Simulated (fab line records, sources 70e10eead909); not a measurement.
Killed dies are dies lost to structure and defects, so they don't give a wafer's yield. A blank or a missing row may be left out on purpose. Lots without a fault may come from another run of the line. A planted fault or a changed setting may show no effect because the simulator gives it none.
A struck lot beside a sound one | flow nand_harc | 23 steps out of a route of 1159
Sound: wafers L520.4, L520.5, L520.6. Struck: wafers L536.1, L536.3, L536.6. The cause comes at the end.
At each step with rows: each side's tool, then ch and its chambers, then its first start. Under that, the readings that differ: sound wafers | struck wafers | difference of the means | sigmas: that difference in standard deviations of wafers without a fault.
alike: readings whose means differ by less than 2 such deviations, and words and numbers that are the same on both sides. not compared: withheld readings, readings that some wafer has no value for, bounds like >300 that may hide the same value, and numbers for which the record gives no deviation and whose values overlap.
The two part at a step that has a row with sigmas, a row that says differs or no value, or rows on one side only. Numbers that don't overlap but have no deviation are shown without sigmas and don't part them. A reading that every wafer of one side lacks parts them only if that side has two wafers or more.

NHARC_A_BLC_CVD_24: deposits W, target thk 150 nm, time 434 s.
  sound on cvd_w-01 ch 0,1; struck on cvd_w-02 ch 1
  alike: heater_power_outer_w, heater_power_w, throttle_valve_pct
NHARC_A_BLC_CMP_25: polishes, t overpolish 30 s, target thk 150 nm.
  sound on cmp-02 ch 1,2,3, day 17 21:46; struck on cmp-01 ch 0,1, day 21 13:17
  alike: motor_current_A, overpolish_run_s, time_to_endpoint_s
then, 1 step without rows for these wafers: NHARC_A_BLC_SRD_27.
NHARC_A_BLC_INSPECT_28:
  sound on defect_inspect-01, day 17 22:06; struck on defect_inspect-02, day 21 13:41
  alike: raw_defect_count
then, 7 steps without rows for these wafers: NHARC_A_M0_DEP_00 (deposits SiOC, target thk 150 nm); NHARC_A_M0_DEHYDRATE_01 (time 120 s); NHARC_A_M0_HMDS_02 (time 30 s); NHARC_A_M0_COAT_33 (time 65 s); NHARC_A_M0_COAT_03 (resist thk 90 nm); NHARC_A_M0_SOFTBAKE_04 (time 55 s); NHARC_A_M0_EBR_05.
NHARC_A_M0_EXPOSE_06: exposes mask A M0, target cd 80 nm.
  sound on arfi_scanner-01 ch 0, day 17 22:52; struck on arfi_scanner-02 ch 0, day 21 14:27
  reading              | sound             | struck            | difference | sigmas
  exposure_dose_mJ_cm2 | 83.18 83.16 83.21 | 77.64 77.71 77.72 | -5.49      | -67
  alike: mask
then, 2 steps without rows for these wafers: NHARC_A_M0_PEB_07 (peb time 65 s); NHARC_A_M0_DEVELOP_08 (develop time 35 s).
NHARC_A_M0_CD_MEAS_09: target cd 80 nm.
  sound on cd_sem-03 ch 0, day 17 23:01; struck on cd_sem-03 ch 0, day 21 14:35
  reading    | sound          | struck         | difference | sigmas
  cd_nm (nm) | 81.1 81.5 80.7 | 75.9 76.2 76.0 | -5.1       | -9
NHARC_A_M0_OVL_MEAS_10: pitch 160 nm.
  sound on overlay-01, day 17 23:05; struck on overlay-01, day 21 14:41
  alike: overlay_x_nm, overlay_y_nm
NHARC_A_M0_INSPECT_11:
  sound on defect_inspect-01, day 17 23:08; struck on defect_inspect-01, day 21 14:43
  alike: raw_defect_count
NHARC_A_M0_DESCUM_14: chemistry O2, time 3 s.
  sound on rie_diel-05 ch 1,2,3, day 17 23:12; struck on rie_diel-05 ch 1,2,3, day 21 14:47
  reading               | sound             | struck           | difference | sigmas
  model.A_M0.cd_nm (nm) | 80.97 82.08 81.24 | 76.6 76.61 76.27 | -4.9       |
  alike: drypump_motor_current_A, oes_product_au, rf_vpp_V, showerhead_plenum_p_Torr, throttle_valve_pct
  not compared: rf_hours_counter_h
NHARC_A_M0_ETCH_34: etches the open film in N2/H2, target depth 40 nm, overetch 12 nm, time 43.94 s.
  sound on rie_diel-05 ch 0,2,3, day 17 23:17; struck on rie_diel-05 ch 0,1,2, day 21 14:52
  alike: drypump_motor_current_A, oes_product_au, rf_vpp_V, showerhead_plenum_p_Torr, throttle_valve_pct
  not compared: rf_hours_counter_h
NHARC_A_M0_ETCH_15: etches the open film in C4F8/Ar, target depth 150 nm, overetch 15 nm, time 82.5 s.
  sound on rie_diel-05 ch 1,2,3; struck on rie_diel-05 ch 1,2
  reading               | sound          | struck            | difference | sigmas
  model.A_M0.cd_nm (nm) | 81.05 82 80.73 | 76.96 76.42 76.55 | -4.62      |
  alike: oes_product_au, rf_vpp_V
  not compared: rf_hours_counter_h
NHARC_A_M0_CD_MEAS_16:
  sound on cd_sem-02, day 17 23:29; struck on cd_sem-03, day 21 15:05
  reading    | sound          | struck         | difference | sigmas
  cd_nm (nm) | 81.0 81.8 80.8 | 77.0 76.5 76.7 | -4.5       | -6
NHARC_A_M0_STRIP_18: strips in N2/H2.
  sound on rie_diel-06 ch 0,2,3, day 17 23:37; struck on rie_diel-07 ch 0,1, day 21 15:10
  alike: drypump_motor_current_A, oes_product_au, rf_vpp_V, showerhead_plenum_p_Torr, throttle_valve_pct
  not compared: rf_hours_counter_h
NHARC_END_SORT_01:
  the record has rows for the struck wafers here (prober-02 ch 0, day 23 12:32) and none for the sound ones

WHERE THEY PART
First at NHARC_A_M0_EXPOSE_06; last, within this record, at NHARC_END_SORT_01.

WHY: what the simulator had put in
Process parameter drift: arfi_scanner-02, from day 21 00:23 on, at NHARC_A_M0_EXPOSE_06. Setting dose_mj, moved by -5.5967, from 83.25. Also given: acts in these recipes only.
